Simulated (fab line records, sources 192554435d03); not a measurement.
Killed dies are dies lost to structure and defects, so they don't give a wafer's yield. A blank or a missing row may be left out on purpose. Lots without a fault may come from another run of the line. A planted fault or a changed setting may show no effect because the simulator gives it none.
Chamber matching | flow n5_finfet | N5_BEOL_M8_ETCH_62 on rie_diel-02: 4 sister chambers
The step etches SOC in N2/H2, target depth 110 nm, overetch 22 nm, time 165 s. 8 wafers are shown with their chamber, then 9 later ones without.

WAFERS WITH THEIR CHAMBER
wafer  | chamber | drypump_motor_current_A (A) | showerhead_plenum_p_Torr (Torr)
L078.4 | 3       | 6.0                         | 2.52
L079.3 | 0       | 5.1                         | 2.49
L080.3 | 2       | 6.2                         | 2.46
L080.4 | 1       | 5.5                         | 2.47
L080.5 | 2       | 6.3                         | 2.46
L082.3 | 1       | 5.5                         | 2.47
L082.4 | 3       | 6.0                         | 2.51
L082.5 | 0       | 5.0                         | 2.49

WAFERS WITHOUT THEIR CHAMBER
wafer  | drypump_motor_current_A (A) | showerhead_plenum_p_Torr (Torr)
L087.1 | 6.0                         | 2.51
L087.5 | 5.5                         | 2.46
L087.6 | 5.1                         | 2.48
L088.1 | 6.0                         | 2.51
L088.3 | 5.5                         | 2.46
L088.4 | 5.1                         | 2.48
L093.3 | 6.0                         | 2.50
L093.4 | 5.5                         | 2.46
L093.6 | 6.2                         | 2.45

WHICH CHAMBER EACH WENT THROUGH
wafer  | from the rows above | in truth
L087.1 | 3                   | 3
L087.5 | 1                   | 1
L087.6 | 0                   | 0
L088.1 | 3                   | 3
L088.3 | 1                   | 1
L088.4 | 0                   | 0
L093.3 | 3                   | 3
L093.4 | 1                   | 1
L093.6 | 2                   | 2
Placed correctly: 9 of 9. Can't be placed from these rows: 0. Placed wrongly: 0.
How it was worked out, from the rows above alone: a wafer's distance from a chamber is the root of the sum, over the readings, of the square of ((its reading less the chamber's mean) divided by the reading's scatter). The wafer belongs to the nearest chamber; if the next one is less than 2 further off, it can't be placed. A chamber's mean is the mean of its shown wafers. The scatter: the root of (the sum of the squares of (reading less its chamber's mean) over the shown wafers, divided by (wafers less chambers)).
